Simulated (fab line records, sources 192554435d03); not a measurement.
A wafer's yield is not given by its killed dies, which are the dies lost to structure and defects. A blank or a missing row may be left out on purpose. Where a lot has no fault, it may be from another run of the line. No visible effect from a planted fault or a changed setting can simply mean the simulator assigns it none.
Struck lot and sound lot, side by side -- flow n5Finfet -- 15 steps out of a route of 1938
Sound: these wafers, L934.1, L934.3, L934.4. The struck wafers were L946.4, L946.5, L946.6. At the end, the cause is stated.
At each step with rows: each side's tool, then ch and its chambers, then its first start. Under that, the readings that differ: sound wafers -- struck wafers -- difference of the means -- sigmas: that difference in standard deviations of wafers without a fault.
alike: same words and numbers on both sides, and readings whose means sit less than 2 such deviations apart. not compared: any withheld reading, any reading some wafer has no value for, any bound like >300 that may hide the same value, and any number with overlapping values for which the record gives no deviation.
Wherever a step has rows on one side only, a row that says differs or no value, or a row with sigmas, the two part there. Numbers that don't overlap but have no deviation are shown without sigmas and don't part them. A reading missing from all wafers of one side parts the sides only when that side holds two or more wafers.

first, 7 steps without rows for these wafers: N5_BEOL_M0_SAQP_COAT_87 (time 60 s, resist thk 5 nm); N5_BEOL_M0_SAQP_COAT_34 (resist thk 30 nm); N5_BEOL_M0_SAQP_EBR_36; N5_BEOL_M0_SAQP_SOFTBAKE_35 (time 60 s); N5_BEOL_M0_SAQP_EXPOSE_37 (exposes mask M0 CUT1, target cd 30 nm); N5_BEOL_M0_SAQP_PEB_38 (peb time 60 s); N5_BEOL_M0_SAQP_DEVELOP_39 (develop time 30 s).
N5_BEOL_M0_SAQP_CD_MEAS_40: the cd target is 30 nm.
  sound on cdSem-03 ch 0, day 7 07:28; struck on cdSem-02 ch 0, day 10 08:21
  alike: cdNm
N5_BEOL_M0_SAQP_OVL_MEAS_41:
  sound on overlay-01 ch 0, day 7 07:30; struck on overlay-01 ch 0, day 10 08:24
  alike: M0_CUT1_OVL
N5_BEOL_M0_SAQP_INSPECT_42: inspects for defects (brightfield).
  sound on defectInspect-02 at day 7 07:34; struck on defectInspect-01 at day 10 08:26
  alike: rawDefectCount
N5_BEOL_M0_SAQP_DESCUM_45: chemistry O2, time 7 s.
  sound on rieDiel-03 ch 0,3, day 7 07:36; struck on rieDiel-02 ch 0,1,3, day 10 08:28
  alike: drypumpMotorCurrentA, oesProductAu, rfVppV, showerheadPlenumPTorr, throttleValvePct
  not compared: rfHoursCounterH
N5_BEOL_M0_SAQP_ETCH_88: etches underlayer in N2/H2, target depth 6.5 nm, time 5.2 s.
  sound on rieDiel-03 ch 0,3, day 7 07:39; struck on rieDiel-02 ch 0,1,3, day 10 08:30
  alike: drypumpMotorCurrentA, etchRfOnTimeS, oesProductAu, rfVppV, showerheadPlenumPTorr, throttleValvePct
  not compared: rfHoursCounterH
N5_BEOL_M0_SAQP_ETCH_73: etches SiARC in CF4, target depth 19.5 nm, time 32.5 s.
  sound on rieDiel-03 ch 0,3, day 7 07:40; struck on rieDiel-02 ch 0,1,3, day 10 08:31
reading,sound,struck,difference,sigmas
etchRfOnTimeS (s),32.8 32.3 32.8,19.0 18.8 19.1,-13.7,-30
oesProductAu (a.u.),0.69 0.70 0.61,0.88 1.02 1.06,+0.32,+5
  alike: drypumpMotorCurrentA, rfVppV, showerheadPlenumPTorr, throttleValvePct
  not compared: rfHoursCounterH
N5_BEOL_M0_SAQP_CUT_ETCH_46: etches SOC in N2/H2, target depth 135 nm, overetch 27 nm, time 202.5 s.
  sound on rieDiel-03 ch 0,3, day 7 07:43; struck on rieDiel-02 ch 0,1,3, day 10 08:33
  alike: drypumpMotorCurrentA, rfVppV, showerheadPlenumPTorr, throttleValvePct
  not compared: rfHoursCounterH
-- a jump in the record: the struck wafers' starts before and after are 2 days apart (it breaks off in module BEOL_M0_SAQP and resumes in module BEOL_M4, where the first step shown is number 1111 of the route) --
N5_BEOL_M4_RC_MEAS_101:
  sound on prober-02 ch 0, day 9 15:42; struck on prober-02 ch 0, day 12 14:25
  alike: DIBL_N, DIBL_P, IOFF_N, IOFF_P, ION_N, ION_P, SS_N, SS_P, VT_N, VT_P

## WHERE THEY PART
Only at N5_BEOL_M0_SAQP_ETCH_73, as far as this record shows. Later steps at which nothing parts them and some readings are alike: N5_BEOL_M0_SAQP_CUT_ETCH_46, N5_BEOL_M4_RC_MEAS_101.

WHY: what had been put in by the simulator
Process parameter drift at N5_BEOL_M0_SAQP_ETCH_73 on rieDiel-02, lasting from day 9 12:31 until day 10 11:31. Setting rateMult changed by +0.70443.
